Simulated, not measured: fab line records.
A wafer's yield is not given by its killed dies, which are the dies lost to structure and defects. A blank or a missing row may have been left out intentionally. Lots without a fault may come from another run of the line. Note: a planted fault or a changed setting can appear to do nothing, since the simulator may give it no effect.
Split-lot experiment ; flow n5 finfet ; on a route of 1938 steps: 7 lots, 21 wafers read

THE SPLIT ITSELF
At N5_SDB_ETCH_18 (etches SOC in N2/H2, target depth 100 nm, overetch 20 nm, time 150 s), the setting time s was moved away from the recipe's 150 s on 8 of the 21 wafers read, by -16.5% to +19.7%. The other wafers ran this setting at the recipe's value.

The split's own step is where the reading is taken.

THE READING
SiARC_of_SDB_COAT_04.thk nm (the simulator's own value, which no gauge read), in nm, at N5_SDB_ETCH_18 (etches SOC in N2/H2, target depth 100 nm, overetch 20 nm, time 150 s). The file does not state a usual value for it. Here, 13 wafers ran the recipe; their average is 12.9 nm with a standard deviation of 0.17 nm.

wafer;tool, chamber at the split;time s as run, s;against the recipe;SiARC_of_SDB_COAT_04.thk nm, nm;against lot-mates on the recipe
L079.3;rie diel-01, 0;167;+11.3%;12.2;-0.7
L079.5;rie diel-01, 2;150;recipe;13;-
L079.6;rie diel-01, 1;150;recipe;12.8;-
L081.2;rie diel-01, 3,0;176.8;+17.9%;11.6;-1.0
L081.4;rie diel-01, 3,0;176.8;+17.9%;11.6;-1.0
L081.6;rie diel-01, 1;150;recipe;12.6;-
L087.2;rie diel-05, 1,0;150;recipe;13;-
L087.6;rie diel-05, 1,0;150;recipe;13;-
L087.3;rie diel-05, 3;125.3;-16.5%;13.8;+0.8
L090.1;rie diel-01, 3;150;recipe;12.8;-
L090.2;rie diel-01, 1,0;130.9;-12.7%;13.4;+0.6
L090.6;rie diel-01, 1,0;130.9;-12.7%;13.4;+0.6
L091.1;rie diel-05, 0,3;150;recipe;13;-
L091.4;rie diel-05, 0,3;150;recipe;13;-
L091.5;rie diel-05, 1;150;recipe;12.8;-
L096.3;rie diel-03, 1;179.6;+19.7%;12;-0.6
L096.5;rie diel-03, 1;179.6;+19.7%;12;-0.6
L096.6;rie diel-03, 2;150;recipe;12.6;-
L097.3;rie diel-03, 2;150;recipe;12.8;-
L097.4;rie diel-03, 1;150;recipe;13;-
L097.5;rie diel-03, 3;150;recipe;13.2;-
Rows listing several chambers each stand for several wafers; the file does not say which wafer went through which chamber.

FIT RESULTS
A straight line over all 21 wafers: SiARC_of_SDB_COAT_04.thk nm changes by -0.054 nm for each +1% of time s; r = -0.95; the points scatter about the line by 0.19 nm.
The same after taking each lot's own level away (the mean of its wafers on the recipe; 21 wafers): -0.0448 nm for each +1%; r = -0.95; scatter 0.15 nm.
Per that fit: largest time s move, reading shift of 0.88 nm.
The lots' own levels span 12.60 to 13.00 nm, that is 2.4 times the standard deviation above.
Thus the slope moves with the lot-to-lot level: the two fits are different.
Check: for one of the wafers moved furthest among these (+19.7%), held out of the fit, the line's prediction against its lot-mates is -0.95 nm. It came out at -0.6 nm against them.

OTHER SPLITS APPLIED TO THESE WAFERS
Other splits were also applied to these wafers ahead of the reading. Each is held against what the fit with the lots' levels taken away leaves over:
other split on the same wafers;wafers away from the commonest value;r with SiARC_of_SDB_COAT_04.thk nm (lot level and that fit taken away)
N5_DUMMY_GATE_COAT_34 spin rpm;6;-0.09
N5_SD_EPI_N_COAT_33 spin rpm;6;-0.13
N5_SD_EPI_N_ETCH_35 time s;4;+0.19
N5_ILD0_CMP_03 down force psi;11;+0.37

THE FILE'S OWN FIT
SiARC_of_SDB_COAT_04.thk nm changes by -0.046 nm for each +1% of time s, r = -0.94.
